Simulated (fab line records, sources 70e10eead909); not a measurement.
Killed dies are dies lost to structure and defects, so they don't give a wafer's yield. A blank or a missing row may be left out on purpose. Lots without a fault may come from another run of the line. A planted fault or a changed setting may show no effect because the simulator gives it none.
fab line records | flow nand_harc
record lots=5 wafers=15 last_day=31
route steps=1302 shown P_CONTACT@217 END@1302
lots that met no fault: from a run of the same line without faults
start_h: hours from the record's first day to the start of the lot's first wafer shown | wait_h: hours since the lot's step before | " the same as in the row above | L1.1+2: a row that stands for several wafers | - no value, or no start given | * or withheld: withheld | < > ~ a bound
route shown NAME@n: a module of which the file shows steps, and the number in the route of the first | usual: mean/standard deviation of fault-free wafers | same: alike in all rows | chamber/n: place in a boat | sites: the reading at each site | _std_site: their standard deviation | _edge_site: outer sites' mean less inner sites' | radius_mm: how far each site lies from the wafer's centre | mask NAME#n: copy n | behind: the tool/chamber that last shaped the wafer | hold: why the lot was held/for how many hours/how that ended | device: the transistor (n, p or np) that didn't switch | end of line: the same wafers' tests at the end of the route | a step without rows: its recipe alone | killed: dies lost to structure and defects at the first sort, not the wafer's yield | map: a wafer's dies, x killed, . not, _ none there
set.NAME: the setting as run; set.NAME@STEP: as run at that earlier step | model.NAME: the simulator's own value behind a step, which no gauge read
lots at some steps of the route; a table a step, a row a wafer
services: from which hour (start_h, from the record's first day; less than 0 if before it) a tool's chamber was out of use, for how many hours, and why
## steps
# step NHARC_P_CONTACT_DEP_30
# recipe target_thk_a=300 temp_c=400 target_thk_nm=30 flow_sccm=200 rf_w=450 material=SiNx
# usual heater_power_w=677/85
# columns lot.wafer tool chamber start_h wait_h heater_power_w
L350.1 pecvd-03 0 139.99 0.1 728
L350.5 " 0 " " 716
L350.4 " 1 " " 793
L358.2 pecvd-04 2 226.82 0.1 631
L358.1 " 1 " " 557
L358.4 " 2 " " 615
L360.3 pecvd-04 0 258.92 0.1 731
L360.1 " 1 " " 540
L360.4 " 0 " " 748
L363.6 pecvd-01 2 279.41 0.2 572
L363.5 " 0 " " 727
L363.4 " 1 " " 582
L365.3 pecvd-04 0 295.02 0.1 753
L365.1 " 2 " " 617
L365.6 " 2 " " 635
# step NHARC_P_CONTACT_DEP_00
# recipe target_thk_a=5000 temp_c=400 pressure_torr=6.5 rf_w=900 teos_flow_sccm=161.4 flow_sccm=2650 target_thk_nm=500 gas=O2 material=SiO2
# step NHARC_P_CONTACT_CMP_01
# recipe target_thk_nm=200 material=SiO2
# usual motor_current_A=11.0/1.2
# columns lot.wafer tool chamber start_h wait_h motor_current_A
L350.4 cmp-03 2 140.70 - 9.8
L350.1 " 3 " " 10.1
L350.5 " 3 " " 10.4
L358.1 cmp-03 3 227.56 - 9.9
L358.4 " 0 " " 11.6
L358.2 " 1 " " 12.9
L360.1 cmp-02 1 259.59 - 9.3
L360.4 " 3 " " 14.0
L360.3 " 0 " " 11.5
L363.4 cmp-02 2 280.00 - 11.1
L363.5 " 2 " " 10.6
L363.6 " 3 " " 12.6
L365.3 cmp-03 2 295.73 - 9.9
L365.1 " 1 " " 12.2
L365.6 " 3 " " 9.8
# step NHARC_P_CONTACT_SRD_03
# step NHARC_P_CONTACT_DEHYDRATE_04
# recipe temp_c=150 time_s=120
# step NHARC_P_CONTACT_HMDS_05
# recipe time_s=30
# step NHARC_P_CONTACT_COAT_33
# recipe temp_c=260 time_s=75
# step NHARC_P_CONTACT_COAT_34
# recipe temp_c=225 time_s=65
# step NHARC_P_CONTACT_COAT_06
# recipe spin_rpm=1500 resist_thk_nm=90
# step NHARC_P_CONTACT_SOFTBAKE_07
# recipe temp_c=105 time_s=55
# step NHARC_P_CONTACT_EBR_08
# step NHARC_P_CONTACT_EXPOSE_09
# recipe na=1.35 target_cd_nm=90 dose_mj=81.26 mask_id=P_CA
# same na=1.35
# columns lot.wafer tool chamber start_h wait_h mask
L350.1+4+5 arfi_scanner-01 0 141.39 - P_CA_R1#0
L358.1+2+4 arfi_scanner-03 0 228.22 - P_CA#0
L360.1+3+4 arfi_scanner-01 0 260.28 - P_CA#0
L363.4+5+6 arfi_scanner-01 0 280.70 - P_CA#0
L365.1+3+6 arfi_scanner-02 0 296.42 - P_CA#0
# step NHARC_P_CONTACT_PEB_10
# recipe peb_temp_c=100 peb_time_s=65
# step NHARC_P_CONTACT_DEVELOP_11
# recipe develop_time_s=35 dev_temp_c=23
# step NHARC_P_CONTACT_CD_MEAS_12
# recipe target_cd_nm=90 landing_energy_ev=500
# usual cd_nm=90.0/0.53
# columns lot.wafer tool chamber start_h wait_h cd_nm
L350.1 cd_sem-03 0 141.53 - 91.9
L350.4 " 0 " " 92.3
L350.5 " 0 " " 91.6
L358.1 cd_sem-02 0 228.36 - 91.7
L358.2 " 0 " " 91.3
L358.4 " 0 " " 91.1
L360.1 cd_sem-03 0 260.42 - 89.5
L360.3 " 0 " " 89.4
L360.4 " 0 " " 89.4
L363.4 cd_sem-02 0 280.84 - 89.6
L363.5 " 0 " " 89.9
L363.6 " 0 " " 89.3
L365.1 cd_sem-02 0 296.56 - 89.5
L365.3 " 0 " " 89.5
L365.6 " 0 " " 89.8
# step NHARC_P_CONTACT_OVL_MEAS_13
# usual overlay_x_nm=-0.1/0.76 overlay_y_nm=0.0/0.85
# columns lot.wafer tool chamber start_h wait_h overlay_x_nm overlay_y_nm
L350.1 overlay-02 - 141.61 - -0.5 1.0
L350.4 " - " " -0.6 1.2
L350.5 " - " " -0.8 1.6
L358.1 overlay-01 - 228.45 - -0.1 1.4
L358.2 " - " " 0.0 1.0
L358.4 " - " " -0.2 1.1
L360.1 overlay-01 - 260.51 - -0.4 -0.8
L360.3 " - " " -0.1 -0.9
L360.4 " - " " -0.7 -0.7
L363.4 overlay-02 - 280.92 - -0.2 -0.3
L363.5 " - " " -0.7 -0.3
L363.6 " - " " -0.5 0.1
L365.1 overlay-01 - 296.65 - -1.8 0.4
L365.3 " - " " -1.8 -0.2
L365.6 " - " " -1.9 0.2
# step NHARC_P_CONTACT_INSPECT_14
# usual raw_defect_count=3.8/2.2
# columns lot.wafer tool chamber start_h wait_h raw_defect_count
L350.1 defect_inspect-01 - 141.65 0.0 3
L350.4 " - " " 1
L350.5 " - " " 2
L358.1 defect_inspect-01 - 228.48 0.0 2
L358.2 " - " " 5
L358.4 " - " " 1
L360.1 defect_inspect-01 - 260.55 0.0 4
L360.3 " - " " 2
L360.4 " - " " 3
L363.4 defect_inspect-02 - 280.95 0.0 5
L363.5 " - " " 6
L363.6 " - " " 4
L365.1 defect_inspect-01 - 296.69 0.0 2
L365.3 " - " " 3
L365.6 " - " " 5
# step NHARC_P_CONTACT_DESCUM_17
# recipe time_s=3 o2_flow_sccm=200 ar_flow_sccm=0 bias_power_w=0 chemistry=O2
# usual drypump_motor_current_A=6.0/0.41 oes_product_au=1.002/0.0068 rf_vpp_V=58.0/0.89 showerhead_plenum_p_Torr=1.95/0.089 throttle_valve_pct=11.311/0.0085
# columns lot.wafer tool chamber start_h wait_h drypump_motor_current_A oes_product_au rf_hours_counter_h rf_vpp_V showerhead_plenum_p_Torr throttle_valve_pct model.P_CONTACT.cd_nm
L350.1 rie_diel-12 2 141.71 0.1 5.8 1.004 0.9 56.7 2.03 11.317 92.42
L350.5 " 0 " " 6.0 0.999 - 57.6 1.82 11.321 91.78
L350.4 " 1 " " 6.2 1.002 - 56.9 2.00 11.326 91.98
L358.1 rie_diel-09 1 228.56 0.1 6.4 0.989 2.9 59.5 2.03 11.313 91.28
L358.2 " 2 " " 6.3 0.993 2.6 58.0 2.07 11.317 91.1
L358.4 " 1 " " 6.4 0.996 - 57.5 2.03 11.324 90.92
L360.3 rie_diel-09 2 260.61 0.1 6.2 0.997 3.8 58.4 2.07 11.302 89.48
L360.1 " 3 " " 6.0 1.002 4.0 56.8 1.90 11.316 89.46
L360.4 " 2 " " 6.2 0.998 - 59.3 2.07 11.319 89.5
L363.4 rie_diel-12 2 281.02 0.1 5.8 0.989 0 58.4 2.03 11.315 89.67
L363.6 " 1 " " 6.2 1.000 - 58.2 2.00 11.307 89.82
L363.5 " 2 " " 5.7 1.006 - 59.2 2.03 11.308 90.24
L365.3 rie_diel-09 2 296.75 0.1 6.2 1.007 5.1 58.2 2.07 11.300 89.45
L365.1 " 0 " " 6.5 0.996 3.0 58.1 1.92 11.307 89.41
L365.6 " 3 " " 6.0 1.010 - 58.6 1.90 11.304 89.75
# step NHARC_P_CONTACT_ETCH_35
# recipe target_depth_a=390 over_etch_frac=0.3 time_s=65 ion_energy_ev=80 cf4_flow_sccm=150 ar_flow_sccm=0 rf_w=300 bias_w=100 chemistry=CF4
# usual drypump_motor_current_A=6.0/0.42 oes_product_au=1.002/0.0068 rf_vpp_V=151.5/1.2 showerhead_plenum_p_Torr=1.80/0.077 throttle_valve_pct=13.284/0.0087
# columns lot.wafer tool chamber start_h wait_h drypump_motor_current_A oes_product_au rf_hours_counter_h rf_vpp_V showerhead_plenum_p_Torr throttle_valve_pct
L350.1 rie_diel-12 1 141.81 0.1 6.2 1.016 1.0 151.2 1.84 13.282
L350.4 " 2 " " 5.8 1.010 - 152.4 1.87 13.283
L350.5 " 0 " " 5.9 0.997 - 150.5 1.69 13.281
L358.2 rie_diel-09 3 228.65 0.1 6.0 0.999 2.8 152.5 1.76 13.280
L358.1 " 2 " " 6.3 0.996 2.6 154.1 1.90 13.281
L358.4 " 3 " " 6.0 1.009 - 151.8 1.76 13.288
L360.1 rie_diel-09 1 260.72 0.1 6.4 1.000 4.1 151.9 1.87 13.285
L360.3 " 2 " " 6.2 1.001 3.8 151.4 1.90 13.283
L360.4 " 2 " " 6.2 0.998 - 151.3 1.90 13.296
L363.4 rie_diel-12 0 281.10 0.1 6.0 0.999 0.0 150.9 1.69 13.268
L363.5 " 3 " " 5.9 0.985 - 148.7 1.72 13.276
L363.6 " 0 " " 6.0 0.999 - 152.2 1.69 13.296
L365.3 rie_diel-09 1 296.84 0.1 6.4 0.994 5.3 152.1 1.87 13.283
L365.1 " 3 " " 6.1 1.005 5.2 151.5 1.76 13.285
L365.6 " 0 " " 6.5 1.016 - 149.9 1.77 13.304
# step NHARC_P_CONTACT_ETCH_36
# recipe target_depth_a=2600 over_etch_frac=0.25 time_s=406.25 ion_energy_ev=200 n2_flow_sccm=150 h2_flow_sccm=150 ar_flow_sccm=0 rf_w=400 bias_w=150 chemistry=N2/H2
# usual drypump_motor_current_A=6.0/0.42 oes_product_au=1.001/0.0072 rf_vpp_V=431.6/2.7 showerhead_plenum_p_Torr=2.08/0.097 throttle_valve_pct=14.171/0.0088
# columns lot.wafer tool chamber start_h wait_h drypump_motor_current_A oes_product_au rf_hours_counter_h rf_vpp_V showerhead_plenum_p_Torr throttle_valve_pct
L350.1 rie_diel-12 1 - - 6.2 1.017 1.1 431.8 2.13 14.150
L350.4 " 1 " " 6.2 1.003 - 431.8 2.13 14.191
L350.5 " 2 " " 5.8 1.012 - 432.9 2.17 14.167
L358.1 rie_diel-09 3 - - 6.0 0.995 2.9 429.3 2.03 14.171
L358.2 " 1 " " 6.4 0.984 2.9 433.7 2.17 14.181
L358.4 " 2 " " 6.3 1.005 - 436.3 2.21 14.174
L360.1 rie_diel-09 3 - - 6.1 1.006 4.1 430.7 2.02 14.185
L360.3 " 2 " " 6.3 0.999 3.9 435.5 2.21 14.186
L360.4 " 1 " " 6.4 0.996 - 434.9 2.17 14.184
L363.4 rie_diel-12 2 - - 5.7 1.000 0.1 434.8 2.17 14.176
L363.6 " 0 " " 6.0 0.999 - 428.6 1.94 14.179
L363.5 " 1 " " 6.2 1.015 - 432.9 2.13 14.171
L365.3 rie_diel-09 2 - - 6.3 1.003 5.2 434.5 2.21 14.162
L365.1 " 0 " " 6.5 0.997 3.1 430.9 2.05 14.158
L365.6 " 3 " " 6.0 1.003 - 429.7 2.02 14.171
# step NHARC_P_CONTACT_ETCH_18
# recipe target_depth_a=4810 time_s=240.5 c4f8_flow_sccm=20 o2_flow_sccm=10 ar_flow_sccm=withheld rf_w=600 bias_w=1500 chemistry=C4F8/O2/Ar
# usual oes_product_au=0.964/0.016 rf_vpp_V=980/6.1
# columns lot.wafer tool chamber start_h wait_h oes_product_au rf_hours_counter_h rf_vpp_V
L350.1 rie_diel-12 0 - - 0.968 1.2 971
L350.4 " 0 " " 0.964 - 972
L350.5 " 2 " " 0.961 - 984
L358.1 rie_diel-09 3 - - 0.930 3.1 977
L358.2 " 2 " " 0.924 2.9 988
L358.4 " 2 " " 0.920 - 988
L360.3 rie_diel-09 1 - - 0.963 4.3 986
L360.1 " 3 " " 0.954 4.3 977
L360.4 " 3 " " 0.962 - 977
L363.4 rie_diel-12 2 - - 0.968 0.2 986
L363.5 " 3 " " 0.981 - 974
L363.6 " 0 " " 0.975 - 973
L365.3 rie_diel-09 3 - - 0.979 5.5 977
L365.1 " 1 " " 0.985 5.5 986
L365.6 " 3 " " 0.969 - 977
# step NHARC_P_CONTACT_STRIP_37
# recipe c4f8_flow_sccm=withheld o2_flow_sccm=8 ar_flow_sccm=withheld bias_w=0 chemistry=C4F8/O2/Ar
# step NHARC_P_CONTACT_ETCH_31
# recipe target_depth_a=300 time_s=85.7 ion_energy_ev=120 over_etch_frac=1 ch3f_flow_sccm=50 o2_flow_sccm=30 ar_flow_sccm=200 rf_w=500 bias_w=100 chemistry=CH3F/O2
# usual drypump_motor_current_A=6.0/0.44 oes_product_au=0.982/0.01 rf_vpp_V=244.8/1.8 showerhead_plenum_p_Torr=2.50/0.11 throttle_valve_pct=20.663/0.0097
# columns lot.wafer tool chamber start_h wait_h drypump_motor_current_A oes_product_au rf_hours_counter_h rf_vpp_V showerhead_plenum_p_Torr throttle_valve_pct model.P_CONTACT.cd_nm
L350.1 rie_diel-12 1 - - 6.2 0.989 1.4 244.5 2.56 20.659 91.78
L350.4 " 1 " " 6.2 0.991 - 246.1 2.56 20.647 91.86
L350.5 " 0 " " 6.0 0.980 - 242.7 2.35 20.655 90.2
L358.1 rie_diel-09 2 - - 6.3 0.965 3.0 247.4 2.65 20.666 91.11
L358.2 " 1 " " 6.4 0.959 3.3 245.1 2.61 20.669 90.8
L358.4 " 1 " " 6.4 0.961 - 246.4 2.61 20.674 90.85
L360.1 rie_diel-09 3 - - 6.1 0.983 4.4 243.9 2.44 20.649 88.49
L360.3 " 1 " " 6.4 0.987 4.5 246.4 2.61 20.651 87.77
L360.4 " 3 " " 6.0 0.987 - 244.7 2.44 20.649 88.57
L363.4 rie_diel-12 1 - - 6.2 0.995 0.3 246.7 2.56 20.663 90.96
L363.5 " 2 " " 5.7 0.974 - 246.2 2.60 20.675 90.16
L363.6 " 3 " " 5.9 0.992 - 242.6 2.38 20.651 89.63
L365.3 rie_diel-09 0 - - 6.5 0.980 3.2 245.8 2.47 20.660 88.78
L365.1 " 1 " " 6.4 0.981 5.6 247.3 2.61 20.661 90.32
L365.6 " 3 " " 6.0 0.982 - 243.7 2.44 20.656 89
# step NHARC_P_CONTACT_CD_MEAS_19
# usual cd_nm=89.9/1
# columns lot.wafer tool chamber start_h wait_h cd_nm
L350.1 cd_sem-01 - 142.73 - 91.7
L350.4 " - " " 91.8
L350.5 " - " " 90.2
L358.1 cd_sem-03 - 229.56 - 91.1
L358.2 " - " " 90.4
L358.4 " - " " 91.0
L360.1 cd_sem-03 - 261.64 - 88.2
L360.3 " - " " 87.8
L360.4 " - " " 88.4
L363.4 cd_sem-03 - 281.89 - 90.7
L363.5 " - " " 90.4
L363.6 " - " " 89.4
L365.1 cd_sem-03 - 297.62 - 90.3
L365.3 " - " " 88.9
L365.6 " - " " 89.4
# step NHARC_END_SORT_01
# recipe temp_c=25
# usual killed_at_array=56/21 killed_at_other=1.2/1.6 killed_at_periphery=3.7/2.5 killed_dies=61/21 killed_open=3.1/1.8 killed_short=2.8/1.7
# same gross_dies=677
# columns lot.wafer tool chamber start_h wait_h killed_at_array killed_at_other killed_at_periphery killed_dies killed_open killed_short
L360.1 prober-02 0 690.40 2.5 23 1 1 25 1 4
L360.3 prober-02 0 691.96 3.1 17 0 1 18 2 4
L360.4 prober-02 0 692.75 3.4 21 0 0 21 2 5
L363.4 prober-02 0 713.81 3.4 39 0 8 47 4 4
L363.5 prober-02 0 714.62 3.7 39 1 7 47 2 4
L363.6 prober-02 0 715.42 4.0 23 0 9 32 4 4
L365.1 prober-01 0 738.78 2.5 59 0 5 64 3 1
L365.3 prober-01 0 740.40 3.1 65 3 1 69 0 3
L365.6 prober-01 0 742.83 4.0 47 1 5 53 7 4
# killed by level:class
L360.1 A_CHANNEL_HOLE_D1:chamber_film_flake=10 A_SLIT:chamber_film_flake=5 A_WL_FILL:chamber_film_flake=3 P_CONTACT:geometric_particle:short=1 A_CHANNEL_FILL_D1:geometric_particle:short=1 A_CHANNEL_FILL_D2:geometric_particle:open=1 A_SLIT:geometric_particle:short=1 A_CONTACT:geometric_particle:short=1
L360.3 A_CHANNEL_HOLE_D1:chamber_film_flake=7 A_SLIT:chamber_film_flake=3 A_ONON_D2:geometric_particle:open=2 P_STI:geometric_particle:short=1 A_CHANNEL_FILL_D1:geometric_particle:short=1 A_DECK1_JOINT:geometric_particle:short=1 A_ONON_D2:geometric_particle:short=1 A_WL_FILL:chamber_film_flake=1
L360.4 A_CHANNEL_HOLE_D1:chamber_film_flake=5 A_CONTACT:chamber_film_flake=4 A_M0:geometric_particle:short=2 A_SLIT:chamber_film_flake=2 A_WL_FILL:chamber_film_flake=2 A_CHANNEL_FILL_D1:geometric_particle:short=1 A_CHANNEL_FILL_D1:geometric_particle:open=1 A_CHANNEL_FILL_D2:geometric_particle:short=1
L363.4 A_CHANNEL_HOLE_D1:chamber_film_flake=12 A_CONTACT:chamber_film_flake=10 P_CONTACT:chamber_film_flake=6 A_SLIT:chamber_film_flake=5 A_STAIRCASE:chamber_film_flake=2 A_CHANNEL_FILL_D1:geometric_particle:short=1 A_DECK1_JOINT:geometric_particle:open=1 A_CHANNEL_HOLE_D2:geometric_particle:open=1
L363.5 A_CHANNEL_HOLE_D1:chamber_film_flake=11 A_CONTACT:chamber_film_flake=9 A_SLIT:chamber_film_flake=7 P_CONTACT:chamber_film_flake=6 A_CHANNEL_FILL_D2:geometric_particle:short=2 A_STAIRCASE:chamber_film_flake=2 A_M1:chamber_film_flake=2 A_ONON_D1:geometric_particle:short=1
L363.6 A_CHANNEL_HOLE_D1:chamber_film_flake=9 P_CONTACT:chamber_film_flake=8 A_CONTACT:chamber_film_flake=5 A_CHANNEL_FILL_D2:geometric_particle:short=2 P_GATE:geometric_particle:open=1 A_SOURCE_PLATE:geometric_particle:short=1 A_ONON_D1:geometric_particle:short=1 A_DECK1_JOINT:geometric_particle:open=1
L365.1 A_SLIT:chamber_film_flake=29 A_CHANNEL_HOLE_D1:chamber_film_flake=5 A_M1:chamber_film_flake=4 A_SGD_CUT:chamber_film_flake=4 A_DECK1_JOINT:chamber_film_flake=3 A_STAIRCASE:chamber_film_flake=3 P_M1:chamber_film_flake=2 A_ZERO_WELL:chamber_film_flake=2
L365.3 A_SLIT:chamber_film_flake=41 A_CHANNEL_HOLE_D1:chamber_film_flake=14 A_CONTACT:chamber_film_flake=4 THIN_TSV:chamber_film_flake=2 A_DECK1_JOINT:geometric_particle:short=1 A_M0:geometric_particle:short=1 STARTING-WAFER:geometric_particle:short=1 P_ZERO_WELL:chamber_film_flake=1
L365.6 A_SLIT:chamber_film_flake=25 A_CHANNEL_HOLE_D1:chamber_film_flake=7 A_CONTACT:chamber_film_flake=4 A_CHANNEL_FILL_D1:geometric_particle:open=2 P_BONDPAD:chamber_film_flake=2 P_GATE:geometric_particle:open=1 P_M0:geometric_particle:open=1 A_ONON_D1:geometric_particle:short=1
## services
# columns tool chamber start_h hours kind
cmp-03 - 117.63 3.3 repair
cmp-03 - 122.51 1.2 repair
pecvd-01 - 130.00 13.0 pm
cmp-02 - 134.50 4.0 pm
rie_diel-12 3 138.88 10.1 repair
arfi_scanner-02 - 140.00 4.0 pm
rie_diel-09 - 143.10 9.0 pm
rie_diel-12 - 161.15 1.8 repair
cmp-03 - 162.17 4.0 pm
rie_diel-12 0 196.71 1.3 repair
cmp-03 - 205.74 1.9 repair
rie_diel-09 0 217.26 57.8 repair
cmp-02 - 232.50 4.0 pm
rie_diel-12 2 248.77 4.9 repair
arfi_scanner-01 - 252.00 4.0 pm
cmp-03 - 260.17 4.0 pm
cmp-02 - 268.07 1.0 repair
rie_diel-12 - 268.40 9.0 pm
pecvd-04 - 269.21 13.0 pm
rie_diel-09 2 271.92 3.1 repair
rie_diel-12 - 277.78 0.8 repair
rie_diel-12 - 282.43 0.5 repair
arfi_scanner-01 - 284.46 8.3 repair
rie_diel-09 3 285.98 3.9 repair
## key
first_sign step=NHARC_P_CONTACT_EXPOSE_09 reading=mask direction=changed
effect step=NHARC_P_CONTACT_CD_MEAS_12 reading=cd_nm direction=up sigmas=3.6 usual=90.0 struck=91.9
model_effect step=NHARC_P_CONTACT_DESCUM_17 value=P_CONTACT.cd_nm without=89.87 struck=92.06
model_effect step=NHARC_P_CONTACT_ETCH_31 value=P_CONTACT.cd_nm without=89.09 struck=91.28
met_at NHARC_P_CONTACT_EXPOSE_09
struck_wafers L350.1,L350.4,L350.5
tester_left_out L350
fault kind=wrong_mask tool=any chamber=- onset_h=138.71 steps=NHARC_P_CONTACT_EXPOSE_09 aux_copy=P_CA_R1#0 cd_offset_nm=2.1905 scope=struck_lots_only
# tester_left_out: of these lots the tester's yield and bins aren't shown, on N5 and GAA mostly nor the transistor test; their killed dies are dies lost to structure and defects alone, not to doping, threshold or leakage, so they don't give the yield
